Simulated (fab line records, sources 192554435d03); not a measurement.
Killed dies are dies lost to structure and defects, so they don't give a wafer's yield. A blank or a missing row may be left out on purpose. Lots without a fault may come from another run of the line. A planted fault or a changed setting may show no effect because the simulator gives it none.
One fault seen from 3 desks | flow n5_finfet | each desk has only its own numbers; what lay behind them comes last

THE METROLOGY DESK
What the gauges read, lot by lot, whatever tool the lot ran on: means of the sampled wafers that have a number. A lot is out of limits, marked OUT, if its mean lies more than 4 standard deviations from the usual mean; the brackets give that distance. Of its 14 readings 7 are shown: the one that was out of limits first, and those that lie furthest out on some lot.
Columns: A = cd_nm at N5_WELL_APT_CD_MEAS_08, usual 200.4 nm; B = CJ_N at N5_BEOL_M4_RC_MEAS_101, usual 4.36; C = DIBL_N at N5_BEOL_M4_RC_MEAS_101, usual 36.2 mV/V; D = IOFF_N_LONG at N5_BEOL_M4_RC_MEAS_101, usual 5.54e-05 nA/um; E = ION_N at N5_BEOL_M4_RC_MEAS_101, usual 677 uA/um; F = RS_PWELL at N5_BEOL_M4_RC_MEAS_101, usual 3012 ohm/sq; G = VT_P at N5_BEOL_M4_RC_MEAS_101, usual -250 mV
lot  | first seen here | A     | B               | C    | D                   | E   | F               | G
L654 | day 1 13:47     | 200.3 | 4.28            | 36.8 | 5.44e-05            | 677 | 2981            | -251
L660 | day 3 01:45     | 199.4 | 4.33            | 34.7 | 5.64e-05            | 681 | 3017            | -251
L661 | day 3 07:42     | 201.6 | 4.23            | 35.5 | 5.21e-05            | 678 | 3003            | -254
L663 | day 3 20:11     | 199.9 | 5.04 (+7.9) OUT | 35.8 | 6.34e-05            | 677 | 3080            | -246
L664 | day 4 01:49     | 201.0 | 4.91 (+6.4) OUT | 35.8 | 6.51e-05 (+4.0) OUT | 676 | 3109 (+4.4) OUT | -246
L665 | day 4 07:53     | 201.8 | 4.43            | 36.4 | 5.78e-05            | 681 | 3017            | -249
L666 | day 4 13:52     | 202.2 | 5.08 (+8.3) OUT | 36.0 | 6.11e-05            | 667 | 3117 (+4.8) OUT | -251
L672 | day 6 01:34     | 199.3 | 4.30            | 36.1 | 5.31e-05            | 675 | 3021            | -249
L673 | day 6 07:59     | 200.3 | 4.33            | 35.1 | 6.01e-05            | 679 | 3033            | -248
L676 | day 7 01:43     | 201.0 | 4.31            | 37.0 | 5.77e-05            | 681 | 2982            | -251
This desk's finding: out of limits on L663, L664, L666; first on L663, day 10 08:52 (CJ_N at N5_BEOL_M4_RC_MEAS_101). In limits: L654, L660, L661, L665, L672, L673, L676.

THE TOOL OWNER'S DESK: implanter-01
The tool's own readings at N5_WELL_APT_IMPLANT_32: means of the sampled wafers that have a number, for each lot that ran on this tool. A lot is out of limits, marked OUT, if its mean lies more than 4 standard deviations from the usual mean; the brackets give that distance.
Columns: A = beam_energy_keV at N5_WELL_APT_IMPLANT_32, usual 49.999
lot  | first seen here | A
L654 | day 1 15:26     | 50.003
L661 | day 3 09:16     | 49.982
L663 | day 3 22:15     | 40.603 (-99 or more) OUT
L664 | day 4 03:29     | 40.566 (-99 or more) OUT
L666 | day 4 15:29     | 40.580 (-99 or more) OUT
This desk's finding: out of limits on L663, L664, L666; first on L663, day 3 22:15 (beam_energy_keV at N5_WELL_APT_IMPLANT_32). In limits: L654, L661.

THE DEFECT DESK
What the inspections along the route counted, lot by lot: means of the sampled wafers that have a number. A lot is out of limits, marked OUT, if its mean lies more than 4 standard deviations from the usual mean; the brackets give that distance.
Columns: A = raw_defect_count at N5_WELL_APT_INSPECT_38, usual 13
lot  | first seen here | A
L654 | day 1 17:11     | 15
L660 | day 3 04:55     | 5
L661 | day 3 10:46     | 18
L663 | day 3 23:53     | 15
L664 | day 4 05:01     | 10
L665 | day 4 11:08     | 15
L666 | day 4 17:00     | 9
L672 | day 6 04:54     | 18
L673 | day 6 11:22     | 12
L676 | day 7 05:14     | 19
This desk's finding: nothing out of limits on any of the 10 lots.

PUT TOGETHER
The tool owner's desk could have raised an alarm at day 3 22:15, on L663, L664, L666.
The metrology desk could have raised an alarm at day 10 08:52, on L663, L664, L666.
The defect desk saw nothing out of limits.
The defect desk has L663, L664, L666 on record, within its limits.
Of the lots named, all ran N5_WELL_APT_IMPLANT_32 on implanter-01.

WHAT THE SIMULATOR HAD PUT IN
Process parameter drift: implanter-01, from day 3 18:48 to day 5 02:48, at N5_WELL_APT_IMPLANT_32. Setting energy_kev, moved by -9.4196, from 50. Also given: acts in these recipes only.
Lots struck among those shown: L663, L664, L666.
Hours from the fault's start to each desk's first reading out of limits: the tool owner's desk, 3; the metrology desk, 158.
